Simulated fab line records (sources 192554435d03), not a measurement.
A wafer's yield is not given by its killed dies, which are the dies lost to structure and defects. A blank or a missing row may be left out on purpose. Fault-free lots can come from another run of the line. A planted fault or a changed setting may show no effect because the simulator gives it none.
Which tool was responsible?    flow n5_finfet    10 lots with 30 wafers sampled at 3 steps, on a route of 1938 steps

WHAT THE GAUGES SHOWED, per wafer
N5_BEOL_M4_RC_MEAS_101.
lot   measured      on         DIBL_N (mV/V)   DIBL_P (mV/V)   IOFF_N (nA/um)  IOFF_P (nA/um)  ION_N (uA/um)  ION_P (uA/um)  SS_N (mV/dec)   SS_P (mV/dec)   VT_N (mV)    VT_P (mV)
L759  day 8 14:21   prober-02  36.5 36.7 35.4  36.6 36.8 34.2  0.16 0.17 0.14  0.21 0.21 0.17  678 674 673    466 460 455    71.6 71.4 70.7  73.2 73.2 72.6  245 249 251  -252 -250 -252
L758  day 8 14:53   prober-01  33.7 32.8 34.0  35.1 33.8 34.8  0.12 0.10 0.12  0.17 0.15 0.16  662 649 662    457 440 452    70.5 70.6 70.7  72.7 72.9 72.3  252 257 253  -252 -256 -257
L760  day 8 20:50   prober-02  32.2 32.3 34.1  32.8 32.7 34.5  0.13 0.13 0.16  0.18 0.18 0.21  668 678 683    461 466 470    70.8 70.5 71.5  72.8 72.8 73.6  250 253 248  -250 -249 -250
L761  day 9 08:34   prober-01  41.3 43.3 42.2  39.9 42.7 40.4  0.26 0.29 0.26  0.28 0.34 0.28  677 697 691    464 470 465    73.4 73.4 72.7  75.0 75.1 74.4  244 242 244  -247 -244 -250
L762  day 9 13:36   prober-01  37.9 37.7 36.2  37.5 38.5 37.0  0.18 0.18 0.14  0.21 0.22 0.19  657 675 659    445 456 449    72.1 71.6 71.4  73.3 73.6 72.8  250 247 253  -250 -253 -251
L763  day 9 16:19   prober-02  37.2 38.1 37.9  37.9 38.0 38.0  0.22 0.22 0.22  0.30 0.31 0.30  689 677 686    476 473 475    71.4 72.2 72.5  74.1 73.8 73.9  240 242 241  -243 -241 -246
L770  day 11 18:45  prober-01  37.0 39.0 37.1  38.9 41.8 39.0  0.18 0.23 0.18  0.23 0.29 0.24  699 709 698    478 483 474    72.2 72.1 72.0  72.7 74.3 73.5  248 243 247  -246 -248 -246
L771  day 11 21:02  prober-02  36.6 36.9 35.4  37.9 39.6 36.9  0.17 0.19 0.15  0.22 0.25 0.20  674 692 673    456 473 465    72.2 71.8 71.9  73.4 74.1 74.0  246 243 248  -251 -247 -251
L776  day 13 06:46  prober-02  38.5 34.8 36.3  39.1 34.6 36.2  0.22 0.14 0.18  0.26 0.18 0.21  699 669 696    473 467 472    71.3 70.4 70.7  75.0 73.3 73.9  245 253 247  -248 -249 -251
L778  day 13 08:25  prober-01  35.1 35.8 37.7  37.3 37.5 41.0  0.16 0.16 0.22  0.20 0.20 0.26  677 684 690    466 464 468    70.8 71.4 71.8  72.6 73.9 74.3  249 250 247  -250 -250 -248

N5_BEOL_M15_INSPECT_55: inspects for defects (darkfield).
lot   measured      on                 raw_defect_count
L759  day 12 06:06  defect_inspect-01  83 102 75
L758  day 12 01:53  defect_inspect-02  79 86 54
L760  day 12 14:02  defect_inspect-02  104 91 68
L761  day 13 03:50  defect_inspect-01  39 67 68
L762  day 13 10:05  defect_inspect-02  105 91 96
L763  day 13 16:38  defect_inspect-01  30 90 53
L770  day 15 14:01  defect_inspect-01  86 46 73
L771  day 15 13:42  defect_inspect-02  60 71 63
L776  day 16 20:31  defect_inspect-01  74 65 89
L778  day 17 12:48  defect_inspect-01  87 45 38

EACH LOT AND THE TOOL THAT RAN IT (in order: tool; ch and the chambers of the sampled wafers; start)
lot   N5_BEOL_M15_SPUTTER_43
L759  pvd_sputter-02, day 12 04:43
L758  pvd_sputter-01, day 12 00:26
L760  pvd_sputter-03, day 12 12:46
L761  pvd_sputter-02, day 13 02:34
L762  pvd_sputter-02, day 13 08:00
L763  pvd_sputter-01, day 13 15:23
L770  pvd_sputter-03, day 15 12:46
L771  pvd_sputter-02, day 15 12:26
L776  pvd_sputter-01, day 16 19:15
L778  pvd_sputter-01, day 17 10:50
- N5_BEOL_M15_SPUTTER_43: material TaN, target thk 15 nm, time 24.19 s.

WHAT THE TOOLS THEMSELVES READ (means of the sampled wafers that have a number; where no wafer has one, the mark that the record gives instead)
N5_BEOL_M15_SPUTTER_43.
lot   tool            cathode_dc_power_W (W)  throttle_valve_pct (%)
L759  pvd_sputter-02  15002                   29.0
L758  pvd_sputter-01  14999                   31.3
L760  pvd_sputter-03  15003                   30.0
L761  pvd_sputter-02  14997                   29.5
L762  pvd_sputter-02  15003                   30.1
L763  pvd_sputter-01  15002                   31.4
L770  pvd_sputter-03  15000                   30.2
L771  pvd_sputter-02  15001                   29.9
L776  pvd_sputter-01  15001                   30.6
L778  pvd_sputter-01  15002                   31.5

THE ANSWER, worked out from the rows above alone
Rule: the lots themselves supply what counts as usual. The widest of any qualifying gaps counts: lots, ordered by their means at a reading, are off when they make up no more than a third of the lots, leave a main group of 4 or more, and stand apart from it by 3 or more times the standard deviation of that group's means. The tables above print the reading to a certain number of digits; a main group whose means all agree to those digits is not used. Also off: a lot with no number at a reading for which 4 or more lots have one. All remaining lots with rows at the step are treated as sound. The gauges are gone through in route order, then the tools' own readings, and for those a lot's mean is taken as printed above. The first step at which some lot is off is used, and at that step the reading that is off furthest; a lot without a number counts as furthest.
None of the lots is off at any reading shown; this tells nothing.

WHAT HAD BEEN PUT IN BY THE SIMULATOR
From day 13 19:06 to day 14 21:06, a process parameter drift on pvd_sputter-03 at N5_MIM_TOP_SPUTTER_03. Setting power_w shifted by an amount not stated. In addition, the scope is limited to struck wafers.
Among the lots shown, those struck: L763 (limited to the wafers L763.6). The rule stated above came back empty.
